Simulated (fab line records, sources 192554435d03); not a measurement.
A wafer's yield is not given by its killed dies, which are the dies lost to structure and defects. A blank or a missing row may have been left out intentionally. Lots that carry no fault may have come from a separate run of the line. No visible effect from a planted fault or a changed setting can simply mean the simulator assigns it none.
The tool behind it: which one? ; flow n5_finfet ; 11 lots, 26 wafers sampled, at 6 steps of a route of 1938

## WHAT EACH GAUGE READ, for each wafer
N5_BEOL_M0_SAQP_CD_MEAS_25: the cd target is 13.1 nm. Usual: cd_nm reads 12.85 nm (standard deviation 0.22).
lot;measured;on;cd_nm (nm);flag
L352;day 7 04:06;cd_sem-02;12.50 12.66 12.51;
L353;day 7 04:15;cd_sem-01;12.84 12.89 12.60;
L355;day 7 04:25;cd_sem-03;12.85 12.83 13.05;
L356;day 7 05:09;cd_sem-01;12.76 12.77;
L357;day 7 05:05;cd_sem-03;12.67 12.88;
L360;day 7 22:49;cd_sem-02;15.63 15.70 13.02;OFF
L361;day 8 01:51;cd_sem-02;15.34;OFF
L368;day 9 22:09;cd_sem-03;12.85 12.97;
L370;day 10 10:18;cd_sem-01;12.86 13.01;
L371;day 10 16:20;cd_sem-01;13.12 13.28;
L373;day 11 03:00;cd_sem-01;12.72 12.31 13.05;

N5_BEOL_M4_RC_MEAS_101. Usual: DIBL_N 35.6 mV/V, standard deviation 1.7; DIBL_P 35.0 mV/V, standard deviation 2; IOFF_N 0.148 nA/um, standard deviation 0.027; IOFF_P 0.19 nA/um, standard deviation 0.032; ION_N 671 uA/um, standard deviation 14; ION_P 460 uA/um, standard deviation 9.1; SS_N 71.3 mV/dec, standard deviation 0.62; SS_P 73.0 mV/dec, standard deviation 0.64; VT_N 251 mV, standard deviation 3.2; VT_P -251.5 mV, standard deviation 2.9.
lot;measured;on;DIBL_N (mV/V);DIBL_P (mV/V);IOFF_N (nA/um);IOFF_P (nA/um);ION_N (uA/um);ION_P (uA/um);SS_N (mV/dec);SS_P (mV/dec);VT_N (mV);VT_P (mV);flag
L352;day 9 12:35;prober-02;34.3 35.7 33.8;32.1 34.3 31.4;0.130 0.156 0.123;0.17 0.20 0.16;663 696 671;456 474 462;71.3 71.2 71.0;73.1 72.7 72.7;250 248 254;-252.0 -251.6 -250.1;
L353;day 9 13:21;prober-01;33.6 34.8 35.2;31.9 34.4 33.7;0.105 0.125 0.122;0.15 0.18 0.17;636 660 650;438 452 452;70.7 70.5 70.6;72.2 73.2 72.0;258 251 254;-257.1 -251.7 -253.8;
L355;day 11 04:55;prober-01;33.9 31.4 32.5;34.3 32.1 33.4;0.132 0.109 0.121;0.17 0.15 0.16;655 667 668;446 453 458;70.6 70.2 70.2;72.2 71.5 72.0;255 253 252;-254.2 -253.2 -253.3;
L356;day 9 14:41;prober-02;35.8 36.6;35.7 36.2;0.130 0.139;0.19 0.19;668 668;468 458;71.9 72.6;73.4 73.5;254 254;-254.1 -254.3;
L357;day 9 20:40;prober-01;34.9 35.0;35.3 32.8;0.137 0.124;0.19 0.15;666 633;460 436;71.2 71.7;72.9 72.5;252 254;-252.1 -258.2;
L360;day 11 08:47;prober-01;37.2;38.8;0.214;0.31;680;473;72.0;74.6;245;-244.7;OFF
L368;day 13 10:35;prober-02;35.0 35.3;32.2 33.1;0.118 0.121;0.14 0.15;656 657;448 449;70.8 71.0;72.2 72.8;253 255;-256.9 -253.0;
L370;day 13 12:05;prober-01;36.7 35.3;34.2 34.1;0.147 0.133;0.18 0.18;655 682;454 476;71.5 70.5;72.7 72.9;252 252;-250.2 -251.4;
L371;day 13 17:23;prober-02;35.5 40.2;34.2 40.5;0.119 0.222;0.18 0.30;662 692;458 475;70.5 72.3;72.3 73.4;253 247;-251.4 -244.4;
L373;day 14 10:01;prober-01;37.0 36.2 34.6;37.4 35.8 33.7;0.156 0.144 0.120;0.22 0.18 0.16;677 680 668;472 464 462;71.3 71.2 69.9;73.3 72.3 72.6;250 251 254;-251.2 -253.6 -252.9;

## EACH LOT AND THE TOOL THAT RAN IT (in order: tool; ch and the chambers of the sampled wafers; start)
lot;N5_BEOL_M0_SAQP_ILD_DEP_01;N5_BEOL_M0_SAQP_PECVD_96;N5_BEOL_M0_SAQP_SPACER1_ALD_98;N5_BEOL_M0_SAQP_SPACER1_ETCHBACK_99
L352;pecvd-01 ch 0,1, day 7 00:40;pecvd-04 ch 0,1,2, day 7 00:52;ald_sin-04 ch 0,1, day 7 03:21;rie_diel-05 ch 0,1, day 7 03:54
L353;pecvd-02 ch 0,1,2, day 7 00:43;pecvd-02 ch 0,2, day 7 00:55;ald_sin-01 ch 0,1, day 7 03:34;rie_diel-05 ch 0,2,3, day 7 04:02
L355;pecvd-04 ch 0,2, day 7 01:02;pecvd-02 ch 0,1,2, day 7 01:14;ald_sin-02 ch 1,2,3, day 7 03:44;rie_diel-04 ch 1,2, day 7 04:13
L356;pecvd-04 ch 0,1, day 7 01:14;pecvd-01 ch 0, day 7 01:27;ald_sin-01 ch 1,2, day 7 04:14;rie_diel-05 ch 0,1, day 7 04:57
L357;pecvd-01 ch 0,1, day 7 01:16;pecvd-02 ch 0,1, day 7 01:29;ald_sin-02 ch 2, day 7 04:12;rie_diel-05 ch 1, day 7 04:53
L360;pecvd-02 ch 1,2, day 7 19:26;pecvd-01 ch 1,2, day 7 19:57;ald_sin-01 ch 0,3, day 7 22:08;rie_diel-05 ch 1,2, day 7 22:37
L361;pecvd-04 ch 2, day 7 22:28;pecvd-04 ch 2, day 7 22:41;ald_sin-01 ch 3, day 8 01:24;rie_diel-05 ch 1, day 8 01:41
L368;pecvd-04 ch 0,1, day 9 17:49;pecvd-04 ch 1, day 9 19:58;ald_sin-04 ch 0,1, day 9 21:29;rie_diel-02 ch 0,3, day 9 21:57
L370;pecvd-01 ch 0,1, day 10 06:03;pecvd-04 ch 0,1, day 10 08:05;ald_sin-02 ch 0,2, day 10 09:38;rie_diel-04 ch 0,1, day 10 10:06
L371;pecvd-01 ch 0,1, day 10 11:25;pecvd-04 ch 2, day 10 14:07;ald_sin-04 ch 0,2, day 10 15:40;rie_diel-02 ch 0,2, day 10 16:08
L373;pecvd-01 ch 0,1,2, day 11 00:10;pecvd-02 ch 0,1,2, day 11 00:48;ald_sin-04 ch 0,1, day 11 02:20;rie_diel-02 ch 0,2,3, day 11 02:48
- N5_BEOL_M0_SAQP_ILD_DEP_01: deposits SiOC from DEMS/O2, target thk 45.419 nm, time 8.7 s.
- N5_BEOL_M0_SAQP_PECVD_96: deposits a-Si from SiH4/He, target thk 45 nm, time 45.2 s.
- N5_BEOL_M0_SAQP_SPACER1_ALD_98: deposits SiO2, target thk 12.8 nm, pulse time 1 s, purge time 2 s.
- N5_BEOL_M0_SAQP_SPACER1_ETCHBACK_99: etches SiO2 in CHF3/O2, target depth 15.4 nm, time 7.7 s.

## AS READ BY THE TOOLS THEMSELVES (means over the sampled wafers that have a number; for cases with no such wafer, the mark the record gives instead)
N5_BEOL_M0_SAQP_ILD_DEP_01. Usual: heater_power_w 477 W, standard deviation 82; showerhead_plenum_p_Torr 5.687 Torr, standard deviation 0.019; throttle_valve_pct 11.9 %, standard deviation 0.43.
lot;tool;heater_power_w (W);showerhead_plenum_p_Torr (Torr);throttle_valve_pct (%);flag
L352;pecvd-01;445;5.675;12.1;
L353;pecvd-02;440;5.695;11.7;
L355;pecvd-04;533;5.708;11.8;
L356;pecvd-04;588;5.695;11.7;
L357;pecvd-01;406;5.674;12.1;
L360;pecvd-02;476;5.698;11.7;
L361;pecvd-04;452;5.695;11.5;
L368;pecvd-04;573;5.695;11.8;
L370;pecvd-01;426;5.676;12.2;
L371;pecvd-01;382;5.671;11.9;
L373;pecvd-01;430;5.669;11.7;

N5_BEOL_M0_SAQP_PECVD_96. Usual: heater_power_w 624 W, standard deviation 84; showerhead_plenum_p_Torr 5.65 Torr, standard deviation 0.06; throttle_valve_pct 18.1 %, standard deviation 0.61.
lot;tool;heater_power_w (W);showerhead_plenum_p_Torr (Torr);throttle_valve_pct (%);flag
L352;pecvd-04;721;5.67;17.7;
L353;pecvd-02;550;5.69;17.8;
L355;pecvd-02;590;5.67;18.1;
L356;pecvd-01;605;5.56;18.0;
L357;pecvd-02;630;5.66;18.1;
L360;pecvd-01;580;5.63;19.1;
L361;pecvd-04;547;5.71;17.4;
L368;pecvd-04;660;5.59;17.4;
L370;pecvd-04;738;5.67;17.9;
L371;pecvd-04;574;5.70;17.4;
L373;pecvd-02;624;5.69;18.2;

N5_BEOL_M0_SAQP_SPACER1_ALD_98. Usual: heater_power_w 474 W, standard deviation 45; precursor_pulse_height_rel 0.996, standard deviation 0.018.
lot;tool;heater_power_w (W);precursor_pulse_height_rel;flag
L352;ald_sin-04;405;1.010;
L353;ald_sin-01;477;0.992;
L355;ald_sin-02;480;0.993;
L356;ald_sin-01;476;0.994;
L357;ald_sin-02;481;0.978;
L360;ald_sin-01;524;0.999;
L361;ald_sin-01;565;1.002;
L368;ald_sin-04;390;1.007;
L370;ald_sin-02;457;1.012;
L371;ald_sin-04;428;0.982;
L373;ald_sin-04;393;0.977;

N5_BEOL_M0_SAQP_SPACER1_ETCHBACK_99. Usual: drypump_motor_current_A 5.6 A, standard deviation 0.33; oes_product_au 0.76 a.u., standard deviation 0.096; rf_vpp_V 527 V, standard deviation 5.8; showerhead_plenum_p_Torr 2.40 Torr, standard deviation 0.076; throttle_valve_pct 18.92 %, standard deviation 0.23.
lot;tool;drypump_motor_current_A (A);oes_product_au (a.u.);rf_vpp_V (V);showerhead_plenum_p_Torr (Torr);throttle_valve_pct (%);flag
L352;rie_diel-05;5.2;0.78;529;2.43;18.79;
L353;rie_diel-05;5.8;0.71;526;2.37;18.95;
L355;rie_diel-04;5.8;0.70;524;2.43;18.91;
L356;rie_diel-05;5.2;0.81;528;2.44;18.74;
L357;rie_diel-05;5.1;0.88;523;2.46;18.65;
L360;rie_diel-05;5.4;0.82;521;2.43;18.67;
L361;rie_diel-05;5.1;0.85;523;2.45;18.68;
L368;rie_diel-02;5.4;0.84;528;2.32;18.89;
L370;rie_diel-04;5.8;0.71;530;2.45;19.08;
L371;rie_diel-02;5.5;0.83;528;2.38;18.73;
L373;rie_diel-02;5.5;0.86;528;2.37;18.80;

## THE ANSWER, worked out from the rows above alone
Rule: take the mean of a lot's wafers that have a number; if it is more than 3 standard deviations from the usual mean, the lot is off. Also off: a lot with no number at a reading for which 4 or more lots have one. Where the step has rows for the other lots, those lots are counted as sound. The gauges are gone through in route order, then the tools' own readings, and for those a lot's mean is taken as printed above. The first step at which some lot is off is used, and at that step the reading that is off furthest; a lot without a number counts as furthest.
Off: L360, L361, at N5_BEOL_M0_SAQP_CD_MEAS_25 (cd_nm).
A tool fits if, at a process step before that reading, it ran every lot that is off, and no sound lot after the first of them. The gauges at N5_BEOL_M0_SAQP_CD_MEAS_25 are tried like those tools. Can't be told from this: 3 tools fit, ald_sin-01 at N5_BEOL_M0_SAQP_SPACER1_ALD_98, rie_diel-05 at N5_BEOL_M0_SAQP_SPACER1_ETCHBACK_99, cd_sem-02 at N5_BEOL_M0_SAQP_CD_MEAS_25.

## WHAT THE SIMULATOR PUT IN
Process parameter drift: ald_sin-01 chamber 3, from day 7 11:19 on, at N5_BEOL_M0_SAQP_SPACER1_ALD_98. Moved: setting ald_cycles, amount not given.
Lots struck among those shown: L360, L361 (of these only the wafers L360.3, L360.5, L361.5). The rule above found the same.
